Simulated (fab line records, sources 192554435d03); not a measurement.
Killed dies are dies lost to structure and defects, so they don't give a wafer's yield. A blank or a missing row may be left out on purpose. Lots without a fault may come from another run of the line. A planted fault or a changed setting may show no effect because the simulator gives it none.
Split-lot experiment | flow n5_finfet | 7 lots, 21 wafers read, on a route of 1938 steps

THE SPLIT
At N5_BEOL_M1_COAT_67 (time 60 s, resist thk 60 nm), the setting spin_rpm was moved away from the recipe's 1500 rpm on 6 of the 21 wafers read, by -10.9% to +10.9%. The other wafers ran this setting at the recipe's value.

FROM THE SPLIT TO THE READING: what the file shows between them, 5 steps
- N5_BEOL_M1_COAT_76: time 60 s, resist thk 5 nm (also split here: temp_c)
- N5_BEOL_M1_COAT_22: resist thk 30 nm
- N5_BEOL_M1_EBR_24
- N5_BEOL_M1_ALD_98: deposits SiO2, target thk 2.5 nm, pulse time 1 s, co reactant pulse time 1 s
- N5_BEOL_M1_ETCHBACK_99: etches SiO2 in CHF3, target depth 5 nm, time 10.4 s

THE READING
etch.depth_nm (the simulator's own value, which no gauge read), in nm, at N5_BEOL_M1_ETCH_70 (etches SOC in N2/H2, target depth 80 nm, overetch 16 nm, time 120 s). The file gives no usual value for it. The 15 wafers here that ran the recipe average 60.08 nm, standard deviation 0.11 nm.

wafer  | tool, chamber at the split | spin_rpm as run, rpm | against the recipe | etch.depth_nm, nm | against lot-mates on the recipe
L074.1 | litho_track-03, 0          | 1575                 | +5.0%              | 58.75             | -1.40
L074.3 | litho_track-03, 0          | 1575                 | +5.0%              | 58.6              | -1.55
L074.5 | litho_track-03, 0          | 1500                 | recipe             | 60.15             | -
L077.1 | litho_track-02, 0          | 1500                 | recipe             | 60.14             | -
L077.4 | litho_track-02, 0          | 1500                 | recipe             | 60.05             | -
L077.5 | litho_track-02, 0          | 1500                 | recipe             | 60.18             | -
L076.1 | litho_track-04, 0          | 1500                 | recipe             | 59.98             | -
L076.4 | litho_track-04, 0          | 1500                 | recipe             | 60.13             | -
L076.5 | litho_track-04, 0          | 1643                 | +9.5%              | 57.45             | -2.60
L080.1 | litho_track-03, 0          | 1500                 | recipe             | 60.06             | -
L080.2 | litho_track-03, 0          | 1500                 | recipe             | 60.05             | -
L080.6 | litho_track-03, 0          | 1500                 | recipe             | 60.27             | -
L082.1 | litho_track-04, 0          | 1500                 | recipe             | 59.85             | -
L082.4 | litho_track-04, 0          | 1336                 | -10.9%             | 63.69             | +3.84
L082.6 | litho_track-04, 0          | 1336                 | -10.9%             | 63.82             | +3.97
L083.4 | litho_track-02, 0          | 1663                 | +10.9%             | 57.09             | -2.87
L083.5 | litho_track-02, 0          | 1500                 | recipe             | 59.98             | -
L083.6 | litho_track-02, 0          | 1500                 | recipe             | 59.94             | -
L086.3 | litho_track-03, 0          | 1500                 | recipe             | 60.07             | -
L086.4 | litho_track-03, 0          | 1500                 | recipe             | 60.23             | -
L086.5 | litho_track-03, 0          | 1500                 | recipe             | 60.1              | -

THE FIT
A straight line over all 21 wafers: etch.depth_nm changes by -0.306 nm for each +1% of spin_rpm; r = -0.99; the points scatter about the line by 0.17 nm.
The same after taking each lot's own level away (the mean of its wafers on the recipe; 21 wafers): -0.315 nm for each +1%; r = -0.99; scatter 0.2 nm.
On that fit, the largest move of spin_rpm shifts the reading by 3.4 nm.
The lots' own levels span 59.850 to 60.150 nm, that is 2.8 times the standard deviation above.
So the lot-to-lot level changes the slope little: the two slopes agree.
Check: with one of the wafers moved furthest among these (-10.9%) left out of the fit, the line predicts +3.41 nm for it against its lot-mates. It came out at +3.84 nm against them.

OTHER SPLITS ON THESE WAFERS
These wafers also went through other splits before the reading. Each is held against what the fit with the lots' levels taken away leaves over:
other split on the same wafers         | wafers away from the commonest value | r with etch.depth_nm (lot level and that fit taken away)
N5_HKMG_FIN_EXPOSE_46 dose_mj          | 7                                    | +0.03
N5_MOL_CONTACT_COAG_VIA_ETCH_46 bias_w | 6                                    | +0.31
N5_BEOL_M0_CUTY_ETCH_63 time_s         | 3                                    | +0.10
N5_BEOL_M0_ETCH_138 bias_w             | 4                                    | -0.48
N5_BEOL_M1_COAT_76 temp_c              | 8                                    | +0.02

THE WHOLE CHAIN: every reading that the file lists as answering this split, in the file's order
step               | what it does                                                        | reading                                                                        | change (the file's fit)               | r (the file's)
N5_BEOL_M1_COAT_67 | time 60 s, resist thk 60 nm                                         | SOC_of_BEOL_M1_COAT_67.thk_nm (the simulator's own value, which no gauge read) | -0.307 nm for each +1% of the setting | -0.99
N5_BEOL_M1_ETCH_70 | etches SOC in N2/H2, target depth 80 nm, overetch 16 nm, time 120 s | etch.depth_nm (the simulator's own value, which no gauge read)                 | -0.3 nm for each +1% of the setting   | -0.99

THE FILE'S OWN FIT
etch.depth_nm changes by -0.3 nm for each +1% of spin_rpm, r = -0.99.
